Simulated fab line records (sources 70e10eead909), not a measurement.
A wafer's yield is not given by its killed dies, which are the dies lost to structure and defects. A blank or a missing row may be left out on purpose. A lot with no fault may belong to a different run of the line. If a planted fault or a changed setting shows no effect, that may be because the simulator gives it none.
Matching of chambers | flow nand_harc | 4 sister chambers for NHARC_A_STAIRCASE_ETCH_225 on rie_diel-02
The step etches the open film in C4F8/O2, target depth 100 nm, time 40.5 s. 4 wafers are shown with their chamber, then 7 later ones without.

WAFERS PAIRED WITH THEIR CHAMBERS
wafer  | chamber | rf_vpp_V (V)
L824.1 | 3       | 889
L827.6 | 1       | 896
L832.3 | 0       | 895
L832.6 | 2       | 887

WAFERS MISSING THEIR CHAMBER
wafer  | rf_vpp_V (V)
L838.2 | 896
L838.4 | 889
L838.5 | 888
L839.4 | 894
L839.5 | 888
L840.2 | 897
L840.6 | 888

WHICH CHAMBER EACH WENT THROUGH
wafer  | from the rows above     | in truth
L838.2 | can't be placed: 1 or 0 | 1
L838.4 | 3                       | 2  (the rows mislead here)
L838.5 | can't be placed: 2 or 3 | 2
L839.4 | can't be placed: 0 or 1 | 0
L839.5 | can't be placed: 2 or 3 | 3
L840.2 | can't be placed: 1 or 0 | 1
L840.6 | can't be placed: 2 or 3 | 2
0 of 7 placed correctly. Unplaceable from these rows: 6, with the true chamber sitting among the candidates in 6. Wrongly placed: 1.
How it was worked out, from the rows above alone: a wafer's distance from a chamber is the root of the sum, over the readings, of the square of ((its reading less the chamber's mean) divided by the reading's scatter). The wafer belongs to the nearest chamber; if the next one is less than 2 further off, it can't be placed. The mean given for a chamber averages the wafers shown for that chamber. The scatter: with one shown wafer a chamber, the root of the mean of the squares of how far each hidden wafer lies from its nearest shown one.
